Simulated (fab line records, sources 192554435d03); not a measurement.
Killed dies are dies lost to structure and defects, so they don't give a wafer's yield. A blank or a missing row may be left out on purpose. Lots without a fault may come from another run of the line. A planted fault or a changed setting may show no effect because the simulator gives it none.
Which tool did it? | flow n5_finfet | 11 lots, 31 wafers sampled, at 4 steps of a route of 1938

WHAT THE GAUGES READ, wafer by wafer
N5_BEOL_M6_INSPECT_58: inspects for defects (darkfield).
lot  | measured     | on                | raw_defect_count
L928 | day 8 20:50  | defect_inspect-02 | 99 61 82
L929 | day 9 10:37  | defect_inspect-01 | 73 51
L932 | day 9 17:31  | defect_inspect-02 | 84 83 82
L933 | day 10 05:29 | defect_inspect-02 | 117 73 99
L935 | day 10 14:31 | defect_inspect-01 | 79 43 47
L942 | day 12 03:52 | defect_inspect-01 | 58 58 101
L943 | day 13 02:13 | defect_inspect-01 | 39 40 50
L946 | day 13 11:03 | defect_inspect-02 | 102 91 72
L949 | day 14 00:08 | defect_inspect-02 | 80 62 108
L945 | day 14 06:04 | defect_inspect-02 | 96 55
L950 | day 14 18:38 | defect_inspect-01 | 98 78 58

N5_BEOL_M7_THK_MEAS_01.
lot  | measured     | on            | M7_ILD_THK (nm)
L928 | day 8 21:27  | film_metro-01 | 156.1 156.1 158.4
L929 | day 9 11:14  | film_metro-02 | 153.6 154.5
L932 | day 9 18:08  | film_metro-01 | 183.6 178.7 184.5
L933 | day 10 06:06 | film_metro-02 | 179.0 181.2 180.6
L935 | day 10 15:07 | film_metro-02 | 182.7 184.0 183.1
L942 | day 12 05:28 | film_metro-01 | 153.3 157.6 156.9
L943 | day 13 02:50 | film_metro-02 | 154.5 153.5 158.3
L946 | day 13 11:40 | film_metro-01 | 152.8 151.1 154.6
L949 | day 14 02:35 | film_metro-01 | 151.5 154.4 153.3
L945 | day 14 06:40 | film_metro-02 | 152.5 158.1
L950 | day 14 19:43 | film_metro-02 | 153.7 156.0 159.6

WHICH TOOL RAN EACH LOT (tool, then ch and the chambers of the sampled wafers, then the start)
lot  | N5_BEOL_M6_CMP_52             | N5_BEOL_M7_CURE_74
L928 | cmp-04 ch 1,2,3, day 8 20:23  | uv_cure-02 ch 1, day 8 20:56
L929 | cmp-04 ch 0,1, day 9 10:08    | uv_cure-01 ch 1, day 9 10:43
L932 | cmp-02 ch 0,1,3, day 9 17:02  | uv_cure-02 ch 1, day 9 17:37
L933 | cmp-02 ch 1,2,3, day 10 05:07 | uv_cure-02 ch 1, day 10 05:40
L935 | cmp-02 ch 0,1,2, day 10 14:10 | uv_cure-01 ch 2, day 10 14:51
L942 | cmp-04 ch 0,1,2, day 12 03:28 | uv_cure-03 ch 0, day 12 04:57
L943 | cmp-03 ch 1,3, day 13 01:48   | uv_cure-01 ch 1, day 13 02:19
L946 | cmp-04 ch 0,1,3, day 13 10:38 | uv_cure-03 ch 2, day 13 11:09
L949 | cmp-04 ch 1,2,3, day 13 23:45 | uv_cure-02 ch 1, day 14 02:14
L945 | cmp-02 ch 0,1, day 14 05:39   | uv_cure-02 ch 0, day 14 06:10
L950 | cmp-03 ch 0,1,2, day 14 18:17 | uv_cure-02 ch 1, day 14 18:44
- N5_BEOL_M6_CMP_52: polishes, stops on SiCOH lowk, t overpolish 6.9 s, target thk 80 nm.
- N5_BEOL_M7_CURE_74: cures SiCOH lowk, time 240 s.

WHAT THE TOOLS THEMSELVES READ (means of the sampled wafers that have a number; where no wafer has one, the mark that the record gives instead)
N5_BEOL_M6_CMP_52.
lot  | tool   | barrier_field_endpoint_s (s) | edge_zone_pressure_frac | motor_current_A (A) | overpolish_run_s (s) | slurry_flow_ml_min | time_to_endpoint_s (s)
L928 | cmp-04 | 28.7                         | 1.000                   | 6.0                 | 6.905                | 149.4              | 65
L929 | cmp-04 | 28.4                         | 0.997                   | 5.1                 | 6.907                | 149.8              | 59
L932 | cmp-02 | 29.0                         | 0.997                   | 6.6                 | 6.904                | 149.4              | 62
L933 | cmp-02 | 28.5                         | 1.002                   | 6.4                 | 6.901                | 150.2              | 60
L935 | cmp-02 | 28.8                         | 0.999                   | 6.6                 | 6.903                | 150.8              | 58
L942 | cmp-04 | 29.2                         | 1.001                   | 5.7                 | 6.903                | 149.7              | 63
L943 | cmp-03 | 28.1                         | 0.996                   | 5.5                 | 6.897                | 150.3              | 57
L946 | cmp-04 | 29.7                         | 0.999                   | 5.5                 | 6.905                | 149.8              | 62
L949 | cmp-04 | 29.7                         | 1.004                   | 6.0                 | 6.906                | 150.0              | 63
L945 | cmp-02 | 28.1                         | 1.003                   | 6.8                 | 6.899                | 150.0              | 58
L950 | cmp-03 | 28.0                         | 0.999                   | 6.3                 | 6.898                | 149.9              | 58

N5_BEOL_M7_CURE_74.
lot  | tool       | lamp_power_pct (%) | run_length_s (s) | wafer_temp_C_max
L928 | uv_cure-02 | 52.30              | 285.9            | 386.9
L929 | uv_cure-01 | 52.28              | 286.2            | 386.0
L932 | uv_cure-02 | -                  | -                | -
L933 | uv_cure-02 | -                  | -                | -
L935 | uv_cure-01 | -                  | -                | -
L942 | uv_cure-03 | 52.36              | 286.2            | 385.9
L943 | uv_cure-01 | 52.30              | 286.3            | 386.4
L946 | uv_cure-03 | 52.39              | 285.3            | 386.5
L949 | uv_cure-02 | 52.30              | 285.9            | 386.6
L945 | uv_cure-02 | 52.33              | 286.3            | 386.2
L950 | uv_cure-02 | 52.36              | 289.6            | 387.0

THE ANSWER, worked out from the rows above alone
Rule: what is usual is taken from the lots themselves. Put in order of their means at a reading, lots are off if they are a third of the lots or fewer, leave a main group of 4 or more, and stand apart from it by a gap of 3 or more times the standard deviation of the main group's means; of several such gaps the widest counts. A main group whose means are all the same, to the digits that the tables above print for the reading, isn't used. A lot without any number at a reading at which 4 lots or more have one is off too. The other lots that the step has rows for count as sound. The gauges are gone through in route order, then the tools' own readings, and for those a lot's mean is taken as printed above. The first step at which some lot is off is used, and at that step the reading that is off furthest; a lot without a number counts as furthest.
Off: L932, L933, L935, at N5_BEOL_M7_THK_MEAS_01 (M7_ILD_THK). The main group: mean 155.0 nm, standard deviation 1.4.
A tool fits if, at a process step before that reading, it ran every lot that is off, and no sound lot after the first of them. The gauges at N5_BEOL_M7_THK_MEAS_01 aren't tried: what is off there is off at N5_BEOL_M7_CURE_74 too, on other tools, and a gauge's error can't cause that. None of those tried fits.

WHAT THE SIMULATOR HAD PUT IN
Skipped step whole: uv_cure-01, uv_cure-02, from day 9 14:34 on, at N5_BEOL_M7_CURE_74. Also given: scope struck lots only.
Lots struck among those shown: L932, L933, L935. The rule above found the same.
